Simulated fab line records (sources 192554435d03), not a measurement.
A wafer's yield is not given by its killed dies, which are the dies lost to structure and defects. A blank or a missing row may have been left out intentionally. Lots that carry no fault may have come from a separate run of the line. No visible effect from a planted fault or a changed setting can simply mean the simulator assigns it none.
A struck lot beside a sound one ; flow n5_finfet ; 14 steps out of a route of 1938
Sound: wafers L725.2, L725.4, L725.5. Wafers struck: L741.1, L741.3. At the end, the cause is stated.
For every step that has rows: the tool of each side, followed by ch and its chambers, followed by its first start. Under that, the readings that differ: sound wafers ; struck wafers ; difference of the means ; sigmas: that difference in standard deviations of wafers without a fault.
alike: a reading whose means differ by less than 2 such deviations, as well as words and numbers matching on both sides. not compared: withheld readings; readings where some wafer has no value; bounds like >300 that might hide an equal value; numbers whose values overlap and for which the record gives no deviation.
The two part at a step that has a row with sigmas, a row that says differs or no value, or rows on one side only. When numbers do not overlap yet have no deviation, they are printed without sigmas and do not part them. Lack of a reading on every wafer of one side parts them only where that side has two or more wafers.

first, 3 steps without rows for these wafers: N5_BEOL_M5_EXPOSE_25 (exposes mask V4, defocus 10 nm); N5_BEOL_M5_PEB_26 (peb time 60 s); N5_BEOL_M5_DEVELOP_27 (develop time 30 s).
N5_BEOL_M5_CD_MEAS_28: target cd 30.6 nm, target cd y 20 nm.
  sound on cd_sem-02 ch 0, day 8 13:51; struck on cd_sem-01 ch 0, day 12 17:29
  alike: cd_nm
N5_BEOL_M5_OVL_MEAS_29:
  sound on overlay-02 ch 0, day 8 13:53; struck on overlay-02 ch 0, day 12 17:31
  alike: V4_OVL
N5_BEOL_M5_INSPECT_30: inspects for defects (brightfield).
  sound on defect_inspect-01 at day 8 13:56; struck on defect_inspect-01 at day 12 17:34
  alike: raw_defect_count
N5_BEOL_M5_DESCUM_33: chemistry O2, time 7 s.
  sound on rie_diel-04 ch 0,1,2, day 8 14:06; struck on rie_diel-04 ch 1,2, day 12 17:37
  alike: chamber_pressure_mTorr, drypump_motor_current_A, oes_product_au, rf_vpp_V, showerhead_plenum_p_Torr, throttle_valve_pct
  not compared: rf_hours_counter_h
N5_BEOL_M5_ETCH_75: etches underlayer in N2/H2, target depth 6.5 nm, time 5.2 s.
  sound on rie_diel-04 ch 0,1,2, day 8 14:08; struck on rie_diel-04 ch 1,2, day 12 17:38
  alike: chamber_pressure_mTorr, drypump_motor_current_A, etch_rf_on_time_s, oes_product_au, rf_vpp_V, showerhead_plenum_p_Torr, throttle_valve_pct
  not compared: rf_hours_counter_h
N5_BEOL_M5_ETCH_67: etches SiARC in CF4, target depth 15.6 nm, time 26 s.
  sound on rie_diel-04 ch 0,1,2, day 8 14:09; struck on rie_diel-04 ch 1,2, day 12 17:40
  alike: chamber_pressure_mTorr, drypump_motor_current_A, etch_rf_on_time_s, oes_product_au, rf_vpp_V, showerhead_plenum_p_Torr, throttle_valve_pct
  not compared: rf_hours_counter_h
N5_BEOL_M5_ETCH_68: etches SOC in N2/H2, target depth 80 nm, overetch 16 nm, time 120 s.
  sound on rie_diel-04 ch 0,1,2, day 8 14:11; struck on rie_diel-04 ch 1,2, day 12 17:41
  alike: chamber_pressure_mTorr, drypump_motor_current_A, oes_product_au, rf_vpp_V, showerhead_plenum_p_Torr, throttle_valve_pct
  not compared: rf_hours_counter_h
then, 2 steps without rows for these wafers: N5_BEOL_M5_STRIP_69 (strips in N2/H2); N5_BEOL_M5_STRIP_76 (strips in N2/H2).
N5_BEOL_M5_VIA_ETCH_34: etches SiCOH lowk in C4F6/O2, target depth 88.3 nm, time 39.2 s.
  sound on rie_diel-04 ch 0,1,2, day 8 14:17; struck on rie_diel-04 ch 1,2, day 12 17:47
reading;sound;struck;difference;sigmas
oes_product_au (a.u.);0.95 0.77 0.71;1.22 1.10;+0.35;+4
model.etch.depth_nm (nm);89.63 87.29 87.2;123.6 125.7;+36.6;
model.SOC_of_BEOL_M5_COAT_65.thk_nm (nm);55.8 55.8 56;54.2 54.2;-1.7;
  alike: chamber_pressure_mTorr, drypump_motor_current_A, rf_vpp_V, showerhead_plenum_p_Torr, throttle_valve_pct
  not compared: rf_hours_counter_h
then, 1 step without rows for these wafers: N5_BEOL_M5_STRIP_85 (strips in C4F6/O2).

== WHERE THEY PART ==
Only at N5_BEOL_M5_VIA_ETCH_34, within this record.

WHY: what had been put in by the simulator
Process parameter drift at N5_BEOL_M5_VIA_ETCH_34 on rie_diel-04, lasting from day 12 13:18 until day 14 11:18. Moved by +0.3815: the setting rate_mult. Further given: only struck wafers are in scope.
